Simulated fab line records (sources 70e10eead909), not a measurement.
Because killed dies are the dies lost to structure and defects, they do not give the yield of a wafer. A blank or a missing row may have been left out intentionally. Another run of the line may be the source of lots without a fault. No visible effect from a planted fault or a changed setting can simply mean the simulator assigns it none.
fab line records | flow nand_harc
[record] lots = 6 wafers = 18 last_day = 32
route steps=1302 shown A_STAIRCASE@656
lots untouched by any fault: they come from a run of this same line in which no faults occurred
start_h: hours from the record's opening day to when the first of the lot's shown wafers began | wait_h: hours from the lot's prior step to this one | " same as the row above | L1.1+2: a row that stands for several wafers | - no value, or no start given | * or withheld: withheld | < > ~ a bound
route shown NAME@n: NAME is a module with steps in the file, n the number in the route of the first one | usual: average and standard deviation across the fault-free wafers | same: alike in all rows | chamber/n: place in a boat | sites: per-site readings | _std_site: standard deviation of those values | _edge_site: the outer-site mean with the inner-site mean subtracted | radius_mm: for every site, how far away it sits from the centre of the wafer | mask NAME#n: copy n | behind: the most recent tool/chamber to have shaped the wafer | hold: the reason the lot was held/the length of the hold in hours/how it ended | device: which transistor (n, p or np) failed to switch | end of line: tests run on the same wafers once the route is complete | a step without rows: its recipe alone | killed: at the first sort, the dies lost to defects and structure; wafer yield is something else | map: the dies of a wafer, with x for killed, . for not killed, _ for no die there
set.NAME: setting as actually run; set.NAME@STEP: the setting as run at that earlier step | model.NAME: the simulator's own value behind a step, which no gauge read
lots at selected steps of the route; one table per step, one row per wafer
services: a tool's chamber out of use, with start hour (start_h, from the record's first day; less than 0 if before it), hours out, and reason
[[steps]]
[step NHARC_A_STAIRCASE_SRD_174]
[step NHARC_A_STAIRCASE_DEHYDRATE_01]
[recipe] temp_c = 150 time_s = 120
[step NHARC_A_STAIRCASE_HMDS_02]
[recipe] time_s = 30
[step NHARC_A_STAIRCASE_COAT_03]
[recipe] spin_rpm = 1200
[step NHARC_A_STAIRCASE_SOFTBAKE_04]
[recipe] temp_c = 135 time_s = 170
[step NHARC_A_STAIRCASE_EBR_05]
[step NHARC_A_STAIRCASE_EXPOSE_06]
[recipe] na = 0.5 dose_mj = 25.43 mask_id = STAIR
[step NHARC_A_STAIRCASE_PEB_07]
[recipe] peb_temp_c = 115 peb_time_s = 130
[step NHARC_A_STAIRCASE_DEVELOP_08]
[recipe] time_s = 140
[step NHARC_A_STAIRCASE_HARDBAKE_10]
[recipe] temp_c = 120 time_s = 140
[step NHARC_A_STAIRCASE_DESCUM_11]
[recipe] time_s = 3 o2_flow_sccm = 200 ar_flow_sccm = 0 bias_power_w = 0 chemistry = O2
[usual] drypump_motor_current_A = 5.7/0.49 oes_product_au = 1.002/0.0084 rf_vpp_V = 57.9/0.95 showerhead_plenum_p_Torr = 1.90/0.071 throttle_valve_pct = 11.311/0.0088
// columns lot.wafer tool chamber start_h wait_h drypump_motor_current_A oes_product_au rf_hours_counter_h rf_vpp_V showerhead_plenum_p_Torr throttle_valve_pct
L179.1 rie_diel-01 1 372.77 - 5.1 1.025 51 55.7 1.76 11.312
L179.2 " 2 " " 5.1 0.987 48 58.7 1.93 11.314
L179.5 " 2 " " 5.1 0.988 - 56.8 1.93 11.311
L182.1 rie_diel-04 3 394.38 - 6.2 0.994 8 58.2 1.80 11.295
L182.4 " 0 " " 5.6 0.995 9 59.0 1.87 11.305
L182.5 " 2 " " 5.3 0.989 - 57.3 1.83 11.325
L184.2 rie_diel-04 0 406.30 - 5.5 1.003 17 58.2 1.86 11.320
L184.4 " 1 " " 5.7 1.005 15 57.4 1.91 11.309
L184.5 " 0 " " 5.5 1.001 - 58.2 1.86 11.324
L191.4 rie_diel-01 0 515.18 - 5.7 0.988 - 57.0 1.84 11.304
L191.6 " 1 " " 5.1 0.989 - 59.1 2.07 11.302
L191.5 " 3 " " 5.1 1.005 - 57.9 1.98 11.321
L194.2 rie_diel-04 3 520.74 - 6.2 0.997 47 58.2 1.79 11.304
L194.3 " 1 " " 5.7 0.998 45 58.3 1.90 11.314
L194.6 " 2 " " 5.3 0.992 - 59.1 1.82 11.327
L196.4 rie_diel-07 1 543.25 - 5.7 0.990 19 58.8 1.91 11.314
L196.2 " 2 " " 6.7 1.015 20 57.7 1.93 11.324
L196.1 " 0 " " 6.3 0.997 24 58.3 1.85 11.310
[step NHARC_A_STAIRCASE_TRIM_12]
[recipe] time_s = 211.2 o2_flow_sccm = 500 ar_flow_sccm = 0 bias_w = 0 chemistry = O2
[usual] drypump_motor_current_A = 5.7/0.5 oes_product_au = 1.002/0.0073 rf_vpp_V = 57.8/0.93 run_length_s = 232.4/0.43 showerhead_plenum_p_Torr = 3.50/0.13 throttle_valve_pct = 17.037/0.0094
// columns lot.wafer tool chamber start_h wait_h drypump_motor_current_A oes_product_au rf_hours_counter_h rf_vpp_V run_length_s showerhead_plenum_p_Torr throttle_valve_pct
L179.2 rie_diel-01 2 372.89 0.1 5.1 0.992 48 58.8 232.4 3.55 17.047
L179.1 " 3 " " 5.2 0.997 49 58.0 231.9 3.67 17.037
L179.5 " 0 " " 5.7 0.997 - 56.8 232.4 3.43 17.034
L182.4 rie_diel-04 1 394.45 0.1 5.7 1.003 7 57.5 232.4 3.52 17.045
L182.1 " 3 " " 6.2 1.004 8 56.7 322.0 3.34 17.037
L182.5 " 1 " " 5.7 0.999 - 57.9 232.3 3.52 17.047
L184.4 rie_diel-04 2 406.56 0.2 5.3 0.996 16 58.0 232.6 3.39 17.034
L184.2 " 0 " " 5.5 0.999 17 55.4 232.6 3.44 17.057
L184.5 " 3 " " 6.2 0.995 - 56.9 322.2 3.33 17.057
L191.6 rie_diel-01 0 515.30 0.1 5.7 0.995 - 56.9 232.5 3.40 17.048
L191.4 " 1 " " 5.1 0.995 - 58.6 232.1 3.79 17.036
L191.5 " 3 " " 5.1 0.999 - 58.0 231.9 3.65 17.042
L194.2 rie_diel-04 2 520.83 0.1 5.3 0.995 49 58.0 233.4 3.37 17.039
L194.3 " 1 " " 5.7 1.001 45 58.2 232.4 3.50 17.028
L194.6 " 1 " " 5.7 1.000 - 56.7 232.6 3.50 17.038
L196.2 rie_diel-07 0 543.35 0.1 6.3 0.999 24 58.3 233.2 3.42 17.057
L196.4 " 1 " " 5.7 1.005 19 57.1 231.7 3.52 17.039
L196.1 " 2 " " 6.7 1.016 20 57.6 232.6 3.56 17.037
[step NHARC_A_STAIRCASE_ETCH_13]
[recipe] target_depth_a = 1000 time_s = 40.5 ion_energy_ev = 400 c4f8_flow_sccm = 20 o2_flow_sccm = 10 ar_flow_sccm = withheld rf_w = 600 bias_w = 1000 chemistry = C4F8/O2
[usual] oes_product_au = 0.939/0.013 rf_vpp_V = 895/4.6
// columns lot.wafer tool chamber start_h wait_h oes_product_au rf_hours_counter_h rf_vpp_V
L179.2 rie_diel-01 1 - - 0.943 51 887
L179.1 " 2 " " 0.933 48 898
L179.5 " 2 " " 0.926 - 897
L182.1 rie_diel-04 3 - - 0.933 9 889
L182.4 " 1 " " 0.930 7 896
L182.5 " 3 " " 0.937 - 889
L184.4 rie_diel-04 1 - - 0.928 15 894
L184.2 " 2 " " 0.932 16 890
L184.5 " 0 " " 0.922 - 893
L191.5 rie_diel-01 3 - - 0.938 - 902
L191.4 " 0 " " 0.931 - 892
L191.6 " 1 " " 0.934 - 904
L194.3 rie_diel-04 3 - - 0.932 48 889
L194.2 " 2 " " 0.934 49 891
L194.6 " 2 " " 0.927 - 890
L196.2 rie_diel-07 3 - - 0.945 26 897
L196.4 " 0 " " 0.938 24 892
L196.1 " 1 " " 0.925 19 895
[[services]]
// columns tool chamber start_h hours kind
rie_diel-04 - 357.29 9.0 pm
rie_diel-04 0 357.29 9.0 vent_cycle
rie_diel-04 1 357.29 9.0 vent_cycle
rie_diel-04 2 357.29 9.0 vent_cycle
rie_diel-04 3 357.29 9.0 vent_cycle
rie_diel-01 2 357.92 4.0 repair
rie_diel-04 0 366.29 - clean
rie_diel-04 1 366.29 - clean
rie_diel-04 2 366.29 - clean
rie_diel-04 3 366.29 - clean
rie_diel-04 1 377.71 4.7 repair
rie_diel-01 - 381.75 9.0 pm
rie_diel-04 0 391.65 - clean
rie_diel-04 1 391.65 - clean
rie_diel-04 2 391.65 - clean
rie_diel-07 1 405.40 4.9 repair
rie_diel-01 3 406.68 5.1 repair
rie_diel-04 2 439.61 1.2 repair
rie_diel-07 - 472.81 9.0 pm
rie_diel-01 1 474.69 16.8 repair
rie_diel-01 0 491.18 4.9 repair
rie_diel-01 2 514.02 7.7 repair
rie_diel-04 0 520.71 8.1 repair
rie_diel-04 - 534.29 9.0 pm
[[key]]
[first_sign] step = NHARC_A_STAIRCASE_TRIM_12 reading = run_length_s direction = up sigmas = 99+ usual = * struck = *
effect none on later readings
met_at NHARC_A_STAIRCASE_TRIM_12
struck_wafers L182.1,L184.5
later_rows_left_out L182.1,L184.5
sort_left_out L182.1,L184.5
tester_left_out L182,L184
[fault] kind = process_parameter_drift tool = rie_diel-04 chamber = 3 onset_h = 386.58 steps = NHARC_A_STAIRCASE_TRIM_12 channel = time_s offset = * shape = step end_h = 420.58 acts_in = * stated = *
// tester_left_out: of these lots the tester's yield and bins aren't shown, on N5 and GAA mostly nor the transistor test; their killed dies are dies lost to structure and defects alone, not to doping, threshold or leakage, so they don't give the yield
// sort_left_out: the simulated sort isn't trusted on such a fault, so these wafers' sort isn't shown, and their yield isn't known
// later_rows_left_out: the simulator's readings of these wafers behind a module that went badly wrong aren't trusted and aren't shown, but for the sort
